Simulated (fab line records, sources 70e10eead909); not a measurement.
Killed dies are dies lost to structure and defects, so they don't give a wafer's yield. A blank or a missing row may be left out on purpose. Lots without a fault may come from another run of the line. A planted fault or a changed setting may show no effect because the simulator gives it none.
One fault seen from 3 desks | flow nand_harc | each desk has only its own numbers; what lay behind them comes last

THE TOOL OWNER'S DESK: pecvd_onon-04
The tool's own readings at NHARC_A_ONON_D1_DEP_19 (target thk 1000 nm): means of the sampled wafers that have a number, for each lot that ran on this tool. A lot is out of limits, marked OUT, if its mean lies more than 4 standard deviations from the usual mean; the brackets give that distance.
Columns: A = nh3_flow_sccm at NHARC_A_ONON_D1_DEP_19, usual 500.0 sccm
lot  | first seen here | A
L459 | day 8 05:49     | 499.0
L460 | day 8 11:02     | 501.8
L461 | day 9 04:18     | 499.8
L462 | day 9 13:46     | 496.6
L463 | day 10 00:52    | 499.8
L475 | day 15 01:53    | 500.2
L477 | day 15 11:11    | 501.7
L478 | day 16 09:01    | 499.9
This desk's finding: nothing out of limits on any of the 8 lots.

THE METROLOGY DESK
What the gauges read, lot by lot, whatever tool the lot ran on: means of the sampled wafers that have a number. A lot is out of limits, marked OUT, if its mean lies more than 4 standard deviations from the usual mean; the brackets give that distance.
Columns: A = thk_nm at NHARC_A_ONON_D1_THK_MEAS_08, usual 1001 nm; B = thk_nm at NHARC_A_ONON_D1_THK_MEAS_21, usual 1000 nm
lot  | first seen here | A    | B
L459 | day 7 20:43     | 1003 | 1022
L460 | day 8 01:51     | 999  | 993
L461 | day 8 16:57     | 1003 | 995
L462 | day 9 02:25     | 1012 | 1387 (+35) OUT
L463 | day 9 13:26     | 1006 | 1185 (+17) OUT
L470 | day 12 12:53    | 1001 | 972
L474 | day 13 21:50    | 999  | 1009
L475 | day 14 16:12    | 998  | 1005
L476 | day 14 16:12    | 987  | 1006
L477 | day 15 00:47    | 987  | 1012
L479 | day 15 23:41    | 1017 | 1007
L478 | day 15 23:43    | 1012 | 981
L480 | day 16 09:02    | 1006 | 1003
L481 | day 17 00:41    | 989  | 995
This desk's finding: out of limits on L462, L463; first on L462, day 9 14:10 (thk_nm at NHARC_A_ONON_D1_THK_MEAS_21). In limits: L459, L460, L461, L470, L474, L475, L476, L477, L479, L478, L480, L481.

THE DEFECT DESK
What the inspections along the route counted, lot by lot: means of the sampled wafers that have a number. A lot is out of limits, marked OUT, if its mean lies more than 4 standard deviations from the usual mean; the brackets give that distance.
Columns: A = raw_defect_count at NHARC_A_ZERO_WELL_INSPECT_17, usual 12; B = raw_defect_count at NHARC_A_ONON_D1_INSPECT_32, usual 72
lot  | first seen here | A  | B
L459 | day 6 21:29     | 17 | 49
L460 | day 7 03:19     | 10 | 75
L461 | day 7 19:09     | 21 | 62
L462 | day 8 04:51     | 9  | 84
L463 | day 8 14:11     | 10 | 62
L470 | day 11 13:44    | 14 | 69
L474 | day 12 23:40    | 11 | 113
L475 | day 13 16:05    | 12 | 86
L476 | day 13 20:34    | 8  | 45
L477 | day 14 03:19    | 10 | 98
L478 | day 14 22:40    | 26 | 76
L479 | day 15 03:07    | 6  | 75
L480 | day 15 11:00    | 13 | 75
L481 | day 16 01:08    | 7  | 96
This desk's finding: nothing out of limits on any of the 14 lots.

PUT TOGETHER
The metrology desk could have raised an alarm at day 9 14:10, on L462, L463.
The tool owner's desk saw nothing out of limits.
The defect desk saw nothing out of limits.
The tool owner's desk has L462, L463 on record, within its limits.
The defect desk has L462, L463 on record, within its limits.
Of the lots named, all ran NHARC_A_ONON_D1_DEP_19 on pecvd_onon-04.

WHAT THE SIMULATOR HAD PUT IN
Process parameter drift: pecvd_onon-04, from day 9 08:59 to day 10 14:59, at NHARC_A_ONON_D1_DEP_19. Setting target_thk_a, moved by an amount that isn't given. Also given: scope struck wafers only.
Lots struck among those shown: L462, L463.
Hours from the fault's start to each desk's first reading out of limits: the metrology desk, 5.
